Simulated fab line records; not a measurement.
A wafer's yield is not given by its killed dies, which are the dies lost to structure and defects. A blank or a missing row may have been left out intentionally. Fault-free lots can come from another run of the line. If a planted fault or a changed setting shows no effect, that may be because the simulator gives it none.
fab line records ; flow nandHarc
[record] lots = 7; wafers = 21; lastDay = 24
route steps=1159 shown P_STI@69
lots that met no fault: taken from a fault-free run of the same line
startH: hours from the record's opening day to when the first of the lot's shown wafers began ; waitH: how many hours have passed since the lot's step before this one ; " as in the row above ; L1.1+2: a row that stands for several wafers ; - value missing, or start not given ; * or withheld: withheld ; < > ~ a bound
route shown NAME@n: a module of which the file shows steps, and the number in the route of the first ; usual: mean/standard deviation of fault-free wafers ; same: alike in all rows ; chamber/n: place in a boat ; sites: the reading at each site ; _std_site: the values' standard deviation ; _edge_site: the outer-site mean with the inner-site mean subtracted ; radiusMm: how far each site lies from the wafer's centre ; mask NAME#n: copy n ; behind: the most recent tool/chamber to have shaped the wafer ; hold: cause of the lot's hold/its duration in hours/its outcome ; device: whichever transistor did not switch (one of n, p or np) ; end of line: tests run on the same wafers once the route is complete ; a step given without rows: its recipe and nothing more ; killed: the dies lost at the first sort to structure and to defects; this is not the yield of the wafer ; map: dies across one wafer; x = killed, . = not, _ = none there
set.NAME: setting as actually run; set.NAME@STEP: the setting as run at that earlier step ; model.NAME: the simulator's own value behind a step, which no gauge read
certain route steps with their lots: each step a table, each wafer a row
[[steps]]
[step NHARC_P_STI_ETCH_26]
[recipe] targetDepthA = 110; chemistry = dHF; material = SiO2
[step NHARC_P_STI_PRECLEAN_27]
[recipe] timeS = *; tempC = 50; bathAgeMin = 0; chemistry = SC1
[step NHARC_P_STI_SRD_28]
[step NHARC_P_STI_OXIDE_29]
[recipe] targetThkA = 100; tempC = 900; oxTimeS = 1362; material = SiO2
[step NHARC_P_STI_HM_DEP_30]
[recipe] targetThkA = 800; tempC = 790; pressureMtorr = 300; timeS = 873; material = Si3N4
[step NHARC_P_STI_DEHYDRATE_01]
[recipe] tempC = 150; timeS = 120
[step NHARC_P_STI_HMDS_02]
[recipe] timeS = 30
[step NHARC_P_STI_COAT_41]
[recipe] tempC = 200; timeS = 65
[step NHARC_P_STI_COAT_03]
[recipe] spinRpm = 2000; resistThkNm = 600
[step NHARC_P_STI_SOFTBAKE_04]
[recipe] tempC = 125; timeS = 70
[step NHARC_P_STI_EBR_05]
[step NHARC_P_STI_EXPOSE_06]
[recipe] na = 0.55; targetCdNm = 200; doseMj = 37.69; maskId = P_STI
[step NHARC_P_STI_PEB_07]
[recipe] pebTempC = 128; pebTimeS = 80
[usual] chillPlateTempC = 23.00/0.1; exhaustPa = 45.0/0.89
lot.wafer;tool;chamber;startH;waitH;chillPlateTempC;exhaustPa
L351.2;lithoTrack-05;0;91.62;0.1;22.96;45.6
L351.5;lithoTrack-05;0;91.62;0.1;22.93;45.9
L351.6;lithoTrack-05;0;91.62;0.1;23.04;44.6
L352.1;lithoTrack-05;0;102.97;0.1;23.11;45.9
L352.2;lithoTrack-05;0;102.97;0.1;23.11;45.6
L352.3;lithoTrack-05;0;102.97;0.1;23.00;45.6
L356.2;lithoTrack-07;0;125.65;0.1;23.02;42.8
L356.4;lithoTrack-07;0;125.65;0.1;23.11;44.3
L356.5;lithoTrack-07;0;125.65;0.1;23.12;43.8
L362.3;lithoTrack-07;-;157.16;0.1;-;-
L362.5;lithoTrack-07;-;157.16;0.1;-;-
L362.6;lithoTrack-07;-;157.16;0.1;-;-
L361.1;lithoTrack-03;-;157.32;0.1;-;-
L361.2;lithoTrack-03;-;157.32;0.1;-;-
L361.5;lithoTrack-03;-;157.32;0.1;-;-
L363.1;lithoTrack-03;-;167.93;0.1;-;-
L363.5;lithoTrack-03;-;167.93;0.1;-;-
L363.6;lithoTrack-03;-;167.93;0.1;-;-
L364.2;lithoTrack-03;0;173.39;0.1;22.84;45.2
L364.3;lithoTrack-03;0;173.39;0.1;22.86;45.3
L364.6;lithoTrack-03;0;173.39;0.1;22.91;44.0
[step NHARC_P_STI_DEVELOP_08]
[recipe] timeS = 50; devTempC = 22
[[key]]
[firstSign] step = NHARC_P_STI_PEB_07; reading = toolRecord; direction = missing
effect none on later readings
metAt NHARC_P_STI_PEB_07
struckWafers L361.1,L361.2,L361.5,L362.3,L362.5,L362.6,L363.1,L363.5,L363.6
laterRowsLeftOut L361.1,L361.2,L361.5,L362.3,L362.5,L362.6,L363.1,L363.5,L363.6
sortLeftOut L361.1,L361.2,L361.5,L362.3,L362.5,L362.6,L363.1,L363.5,L363.6
testerLeftOut L361,L362,L363
onsetBetween 125.65 157.16
[fault] kind = skippedStepWhole; tool = lithoTrack-03,lithoTrack-07; chamber = -; onsetH = 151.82; steps = NHARC_P_STI_PEB_07; scope = struckLotsOnly
// testerLeftOut: of these lots the tester's yield and bins aren't shown, on N5 and GAA mostly nor the transistor test; their killed dies are dies lost to structure and defects alone, not to doping, threshold or leakage, so they don't give the yield
// sortLeftOut: the simulated sort isn't trusted on such a fault, so these wafers' sort isn't shown, and their yield isn't known
// laterRowsLeftOut: the simulator's readings of these wafers behind a module that went badly wrong aren't trusted and aren't shown, but for the sort
